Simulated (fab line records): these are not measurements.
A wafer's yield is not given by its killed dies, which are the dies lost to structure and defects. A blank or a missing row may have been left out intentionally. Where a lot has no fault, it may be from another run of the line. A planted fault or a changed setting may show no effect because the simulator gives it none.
fab line records + flow n5-finfet
record:
- lots: 5
- wafers: 15
- last-day: 18
route steps=1938 shown BEOL_M4@1105 BEOL_M5@1112 PASSIVATION@1936
lots with no fault: from the same line, run without faults
start-h: hours from the record's opening day to when the first of the lot's shown wafers began + wait-h: hours elapsed since this lot's preceding step + " the same as in the row above + L1.1+2: a row that stands for several wafers + - no value, or no start given + * or withheld: withheld + < > ~ a bound
route shown NAME@n: NAME is a module with steps in the file, n the number in the route of the first one + usual: mean/standard deviation taken from wafers without a fault + same: alike in all rows + chamber/n: place in a boat + sites: per-site readings + _std_site: standard deviation across them + _edge_site: mean of outer sites minus mean of inner sites + radius-mm: for every site, how far away it sits from the centre of the wafer + mask NAME#n: copy n + behind: the tool/chamber that last shaped the wafer + hold: the reason the lot was held/the length of the hold in hours/how it ended + device: the n, p or np transistor that did not switch + end of line: at the end of the route, the tests of the same wafers + where a step has no rows: the recipe by itself + killed: at the first sort, the dies lost to defects and structure; wafer yield is something else + map: a wafer's dies, x killed, . not, _ none there
set.NAME: the setting the step ran with; set.NAME@STEP: the setting that earlier step ran with + model.NAME: the simulator's own value behind a step, which no gauge read
lots seen at some steps along the route; tables by step, rows by wafer
== steps ==
step: N5_BEOL_M4_PRE_CLEAN_60
recipe:
- gas: NH3/H2
- time-s: 15
- temp-c: *
- rf-power-w: 300
step: N5_BEOL_M4_CO_CAP_55
recipe:
- material: Co
- target-thk-a: 20
- temp-c: 200
- precursor: CCTBA/H2
- pressure-torr: 30
- time-s: 102.1
step: N5_BEOL_M4_PRE_CLEAN_56
recipe:
- gas: NH3
- time-s: 15
- temp-c: withheld
- rf-power-w: 300
step: N5_BEOL_M4_DEP_57
recipe:
- material: SiCN
- target-thk-a: 80
- temp-c: withheld
- precursor: 3MS/NH3
- pressure-torr: 3
- rf-w: 202
- time-s: 14
step: N5_BEOL_M5_ILD_DEP_00
recipe:
- material: SiCOH_lowk
- target-thk-a: 1406.4
- temp-c: 300
- precursor: DEMS/porogen
- pressure-torr: 5
- rf-w: 500
- time-s: 25.9
step: N5_BEOL_M5_CURE_79
recipe:
- temp-c: 385
- time-s: 240
- ambient: He/Ar
- material: SiCOH_lowk
step: N5_BEOL_M5_PECVD_70
recipe:
- material: SiO2
- target-thk-a: 160
- temp-c: 400
- precursor: TEOS/O2
- pressure-torr: 5.5
- rf-w: 450
- teos-flow-sccm: 53.8
- gas: O2
- flow-sccm: 3000
- time-s: 18
step: N5_BEOL_M5_HM_DEP_02
recipe:
- material: TiN
- target-thk-a: 200
- temp-c: 25
- chamber-pressure-pa: 0.49996
usual:
- throttle-valve-pct: 29.9/1.3
| lot.wafer | tool           | chamber | start-h | wait-h | throttle-valve-pct |
|-----------|----------------|---------|---------|--------|--------------------|
| L423.2    | pvd-sputter-03 | -       | 221.82  | 0.5    | 32.0               |
| L423.5    | "              | -       | "       | "      | 28.3               |
| L423.6    | "              | -       | "       | "      | 31.1               |
| L434.4    | pvd-sputter-03 | -       | 287.42  | 0.8    | 28.2               |
| L434.5    | "              | -       | "       | "      | 30.6               |
| L434.6    | "              | -       | "       | "      | 28.0               |
| L436.3    | pvd-sputter-03 | -       | 293.28  | 3.3    | 28.2               |
| L436.5    | "              | -       | "       | "      | 30.5               |
| L436.6    | "              | -       | "       | "      | 27.9               |
| L439.4    | pvd-sputter-03 | -       | 305.17  | 1.8    | 30.8               |
| L439.5    | "              | -       | "       | "      | 28.1               |
| L439.6    | "              | -       | "       | "      | 31.9               |
| L440.3    | pvd-sputter-02 | -       | 325.14  | 0.9    | 30.5               |
| L440.4    | "              | -       | "       | "      | 29.1               |
| L440.6    | "              | -       | "       | "      | 29.5               |
step: N5_BEOL_M5_COAT_59
recipe:
- resist: SOC
- temp-c: 250
- time-s: 60
- spin-rpm: 1500
- resist-thk-nm: 60
step: N5_BEOL_M5_COAT_60
recipe:
- resist: SiARC
- temp-c: 220
- time-s: 60
- spin-rpm: 1500
- resist-thk-nm: 12
step: N5_BEOL_M5_COAT_71
recipe:
- resist: underlayer
- temp-c: 205
- time-s: 60
- spin-rpm: 1500
- resist-thk-nm: 5
step: N5_BEOL_M5_COAT_05
recipe:
- resist: CAR-EUV
- spin-rpm: 1500
- resist-thk-nm: 30
step: N5_BEOL_M5_EBR_07
recipe:
- solvent: PGMEA
- ebr-width-mm: 1.5
step: N5_BEOL_M5_SOFTBAKE_06
recipe:
- temp-c: 110
- time-s: 60
- resist: CAR-EUV
step: N5_BEOL_M5_EXPOSE_08
recipe:
- mask-id: M5
- na: 0.33
- source-shape: annular
- sigma-inner: 0.4
- sigma-outer: 0.8
- polarization: unpolarized
- target-cd-nm: 28
- dose-mj: 35.75
step: N5_BEOL_M5_PEB_09
recipe:
- peb-temp-c: 100
- peb-time-s: 60
- resist: CAR-EUV
step: N5_BEOL_M5_DEVELOP_10
recipe:
- develop-time-s: 30
- developer: TMAH
- resist: CAR-EUV
- rinse-liquid: surfactant-rinse
- dry: air-spin
- dev-temp-c: 23
step: N5_BEOL_M5_INSPECT_13
recipe:
- mode: adi
- inspect-instrument: brightfield
usual:
- raw-defect-count: 391/99
| lot.wafer | tool              | chamber | start-h | wait-h | raw-defect-count |
|-----------|-------------------|---------|---------|--------|------------------|
| L423.2    | defect-inspect-02 | -       | 222.46  | 0.0    | 290              |
| L423.5    | "                 | -       | "       | "      | 303              |
| L423.6    | "                 | -       | "       | "      | 317              |
| L434.4    | defect-inspect-02 | -       | 287.90  | 0.0    | 433              |
| L434.5    | "                 | -       | "       | "      | 343              |
| L434.6    | "                 | -       | "       | "      | 1063             |
| L436.3    | defect-inspect-02 | -       | 293.89  | 0.0    | 260              |
| L436.5    | "                 | -       | "       | "      | 283              |
| L436.6    | "                 | -       | "       | "      | 904              |
| L439.4    | defect-inspect-01 | -       | 305.77  | 0.0    | 455              |
| L439.5    | "                 | -       | "       | "      | 1064             |
| L439.6    | "                 | -       | "       | "      | 383              |
| L440.3    | defect-inspect-01 | -       | 325.75  | 0.0    | 314              |
| L440.4    | "                 | -       | "       | "      | 339              |
| L440.6    | "                 | -       | "       | "      | 312              |
step: N5_BEOL_M5_DESCUM_16
recipe:
- chemistry: O2
- time-s: 7
- source-power-w: 50
- bias-power-w: 20
- pressure-mtorr: 20
- rf-frequency-hz: 2.712e+07
- temp-c: 40
- resist: CAR-EUV
- o2-flow-sccm: 225
step: N5_PASSIVATION_PROBE_49
usual:
- defect-limited-yield: 91.5/1.4
- killed_at_M0_to_M3: 32/9.8
- killed_at_M4_up: 13/5.3
- killed-at-contacts: 13/6.4
- killed-at-front-end: 39/10
- killed-at-other: 3.1/2.5
- killed-dies: 100/17
- killed-open: 65/13
- killed-short: 33/7.7
- sort_bin_5_function: 5.0/0.93
- sort_bin_6_memory: 3.2/0.69
- sort-n-pass: 1080/17
- sort-yield-pct: 91.5/1.4
same:
- gross-dies: 1180
- killed-at-back-side: 0
- sort_bin_4_leakage[%]: 0
- sort_bin_8_speed[%]: 0
| lot.wafer | tool      | chamber | start-h | wait-h | defect-limited-yield[%] | killed_at_M0_to_M3 | killed_at_M4_up | killed-at-contacts | killed-at-front-end | killed-at-other | killed-dies | killed-open | killed-short | sort_bin_5_function[%] | sort_bin_6_memory[%] | sort-n-pass | sort-yield-pct[%] |
|-----------|-----------|---------|---------|--------|-------------------------|--------------------|-----------------|--------------------|---------------------|-----------------|-------------|-------------|--------------|------------------------|----------------------|-------------|-------------------|
| L423.2    | prober-01 | -       | 324.36  | 0.1    | 91.6                    | 34                 | 14              | 4                  | 40                  | 7               | 99          | 64          | 33           | 5.3                    | 2.9                  | 1081        | 91.6              |
| L423.5    | prober-01 | -       | 324.51  | 0.2    | 91.0                    | 28                 | 16              | 24                 | 36                  | 2               | 106         | 66          | 37           | 5.4                    | 3.6                  | 1074        | 91.0              |
| L423.6    | prober-01 | -       | 324.56  | 0.3    | 90.0                    | 47                 | 17              | 10                 | 42                  | 2               | 118         | 77          | 41           | 5.9                    | 3.7                  | 1062        | 90.0              |
| L434.6    | prober-02 | -       | 394.75  | 0.3    | 80.9                    | 46                 | 138             | 15                 | 26                  | 0               | 225         | 57          | 36           | 12.1                   | 4.2                  | 955         | 80.9              |
| L436.3    | prober-02 | -       | 405.18  | 0.1    | 92.6                    | 32                 | 15              | 2                  | 36                  | 2               | 87          | 51          | 35           | 4.2                    | 2.9                  | 1093        | 92.6              |
| L436.5    | prober-02 | -       | 405.28  | 0.2    | 92.5                    | 23                 | 5               | 16                 | 42                  | 2               | 88          | 55          | 33           | 4.2                    | 3.1                  | 1092        | 92.5              |
| L436.6    | prober-02 | -       | 405.33  | 0.3    | 81.4                    | 35                 | 136             | 15                 | 32                  | 1               | 219         | 62          | 28           | 11.2                   | 4.3                  | 961         | 81.4              |
| L439.4    | prober-02 | -       | 413.03  | 0.2    | 91.9                    | 55                 | 6               | 6                  | 26                  | 2               | 95          | 54          | 40           | 4.7                    | 3.0                  | 1085        | 91.9              |
| L439.5    | prober-02 | -       | 413.08  | 0.2    | 83.4                    | 30                 | 128             | 7                  | 29                  | 2               | 196         | 45          | 25           | 9.8                    | 4.1                  | 984         | 83.4              |
| L439.6    | prober-02 | -       | 413.13  | 0.3    | 91.0                    | 49                 | 17              | 6                  | 34                  | 0               | 106         | 70          | 36           | 5.7                    | 3.1                  | 1074        | 91.0              |
killed by level:class
L423.2 STI_FIN_REVEAL:geometric-particle:open=10 BEOL_M0_SAQP:geometric-particle:short=9 FIN_SAQP:geometric-particle:short=7 FIN_SAQP:geometric-particle:open=6 BEOL_M3:geometric-particle:open=6 BEOL_M0_SAQP:geometric-particle:open=5 BEOL_M1:geometric-particle:open=5 BEOL_M4:geometric-particle:open=5
L423.5 MOL_CONTACT_COAG:geometric-particle:open=19 FIN_SAQP:geometric-particle:open=8 BEOL_M0_SAQP:geometric-particle:short=6 FIN_SAQP:geometric-particle:short=5 STI_FIN_REVEAL:geometric-particle:open=5 MOL_CONTACT_COAG:geometric-particle:short=5 BEOL_M1:geometric-particle:open=5 BEOL_M4:geometric-particle:open=5
L423.6 BEOL_M0_SAQP:geometric-particle:short=11 FIN_SAQP:geometric-particle:open=10 BEOL_M4:geometric-particle:open=10 MOL_CONTACT_COAG:geometric-particle:open=9 FIN_SAQP:geometric-particle:short=8 BEOL_M0_SAQP:geometric-particle:open=8 BEOL_M2:geometric-particle:open=7 DUMMY_GATE:geometric-particle:open=6
L434.6 BEOL_M5:unspecified=131 MOL_CONTACT_COAG:geometric-particle:open=13 BEOL_M0_SAQP:geometric-particle:short=13 BEOL_M0_SAQP:geometric-particle:open=9 BEOL_M2:geometric-particle:open=7 BEOL_M3:geometric-particle:open=6 FIN_SAQP:geometric-particle:short=5 STI_FIN_REVEAL:geometric-particle:open=5
L436.3 GATE_CUT:geometric-particle:short=11 BEOL_M4:geometric-particle:open=9 BEOL_M1:geometric-particle:open=8 BEOL_M2:geometric-particle:open=8 BEOL_M0_SAQP:geometric-particle:open=6 FIN_SAQP:geometric-particle:short=5 STARTING-WAFER:geometric-particle:short=5 FIN_SAQP:geometric-particle:open=4
L436.5 MOL_CONTACT_COAG:geometric-particle:open=13 FIN_SAQP:geometric-particle:short=9 FIN_SAQP:geometric-particle:open=8 DUMMY_GATE:geometric-particle:open=8 BEOL_M0_SAQP:geometric-particle:open=5 BEOL_M2:geometric-particle:open=5 GATE_CUT:geometric-particle:short=4 BEOL_M1:geometric-particle:open=4
L436.6 BEOL_M5:unspecified=129 MOL_CONTACT_COAG:geometric-particle:open=13 STI_FIN_REVEAL:geometric-particle:open=9 BEOL_M0_SAQP:geometric-particle:open=8 BEOL_M0_SAQP:geometric-particle:short=6 BEOL_M3:geometric-particle:open=6 FIN_SAQP:geometric-particle:open=5 FIN_SAQP:geometric-particle:short=5
L439.4 BEOL_M0_SAQP:geometric-particle:short=13 BEOL_M0_SAQP:geometric-particle:open=10 BEOL_M1:geometric-particle:open=9 BEOL_M3:geometric-particle:open=7 FIN_SAQP:geometric-particle:short=6 BEOL_M2:geometric-particle:open=6 STI_FIN_REVEAL:geometric-particle:open=5 MOL_CONTACT_COAG:geometric-particle:open=5
L439.5 BEOL_M5:unspecified=123 FIN_SAQP:geometric-particle:open=10 BEOL_M2:geometric-particle:open=8 BEOL_M3:geometric-particle:open=5 FIN_SAQP:geometric-particle:short=4 MOL_CONTACT_COAG:geometric-particle:open=4 BEOL_M0_SAQP:geometric-particle:short=4 BEOL_M0_SAQP:geometric-particle:open=4
L439.6 BEOL_M2:geometric-particle:open=14 STI_FIN_REVEAL:geometric-particle:open=10 BEOL_M1:geometric-particle:open=9 BEOL_M4:geometric-particle:open=9 FIN_SAQP:geometric-particle:short=5 MOL_CONTACT_COAG:geometric-particle:open=5 BEOL_M0_SAQP:geometric-particle:open=5 BEOL_M0_SAQP:geometric-particle:short=5
map L434.6 (x killed, . not)
_________________............________________
______________..........x.x....._____________
___________......x....xx...........__________
__________.xx.....x....x............_________
________......................xx.xx..._______
_______........x..x.....x.........x....______
______.............................x...._____
_____............................x.x.....____
____...........xx................x..x.....___
___..........x................x............__
___...........x.........x...xxx..x..x......__
__...........x............xxxxxxxx.....x...._
__x..x......x.........x.x..xxxxxxxx..xx.x..._
_.....x...........x.....x.xxxxxxxxxxxx.......
_...x............x...xxxxxxxxxxxxxxxxx.......
_..............x.x...x..xxxxxxxxxxxxxxxx.....
_.....x.........xx......xxxxxxxxxxxxxx....x..
_.....x......x....x.......xxxxxxxxxxxxx......
_..................x......xxxxxxxxxxx........
_...................x.x.xxxxxxxxxxxxxxxx.....
_........x........x......x.xxx.x.x.xx.x......
__.x...........x..........xxx.x.xx.........._
__.......x.x.....................x.........._
___......................x....x..xx........__
___..........x..................x........x.__
____....x......xx.........................___
_____....................................____
______x.....x...................x...x..._____
_______.....................x..x.x.....______
________.............x...x............_______
__________.x........................_________
___________.x........x..x..........__________
______________......x.x.....x..._____________
_________________x...........________________
map L436.6 (x killed, . not)
_________________.x..........________________
______________x..........x...x.._____________
___________........................__________
__________.........xx..............._________
________..x..........................._______
_______.................xx........x....______
______.........x.x...........x.x.x......_____
_____....................x...............____
____......x.........x.....................___
___............x..............xx...........__
___.......................x.x.x............__
__x....x........x............xxxx.x.....x..._
__....................x...x.xxxxxxxxx......._
_.....x.................xx.xxxxxxx.xx........
_...x.........x.....x.x.xxxxxxxxxxxxxx.....x.
_.......x.x...........xxxxxxxxxxxxxxxxx...x..
_...x...x...............xxxxxxxxxxxx.x.......
_.....................x.xx.xxxxxxxxxx.x......
_.......................xxxxxxxxxxxxxx.......
_.....x...............x.x.xxxxxxxxxx.x.x..x..
_x.................x....x.xxxxxxxxxx.........
__..x......x..xx............xxxxxx.....x...x_
__..............x..x..x...x.xx.............._
___..x.x.....x.........x......x.xx......x..__
___................xx............x.........__
____.x.x..x.................x.............___
_____........x.x.x........x..........x...____
______...........................x......_____
_______....x...............x...........______
________x............x.........x.....x_______
__________....x...................x._________
___________...............x.x..x...__________
______________...............x.._____________
_________________.....x......________________
== key ==
first-sign:
- step: N5_BEOL_M5_INSPECT_13
- reading: raw-defect-count
- direction: up
- sigmas: 6.2
- usual: 391
- struck: 1010
effect:
- step: N5_PASSIVATION_PROBE_49
- reading: killed_at_M4_up
- direction: up
- sigmas: 23
- usual: 13
- struck: 134
more-kills-born-at:
- N5_BEOL_M5_HM_DEP_02@pvd-sputter-03: 383
met-at N5_BEOL_M5_HM_DEP_02
struck-wafers L434.6,L436.6,L439.5
onset-between 221.82 287.42
fault:
- kind: chamber-particle-source
- tool: pvd-sputter-03
- chamber: -
- onset-h: 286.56
- steps: N5_BEOL_M5_HM_DEP_02
- rate-per-visit-cm2: 0.98382
- end-h: 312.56
- scope: struck-wafers-only
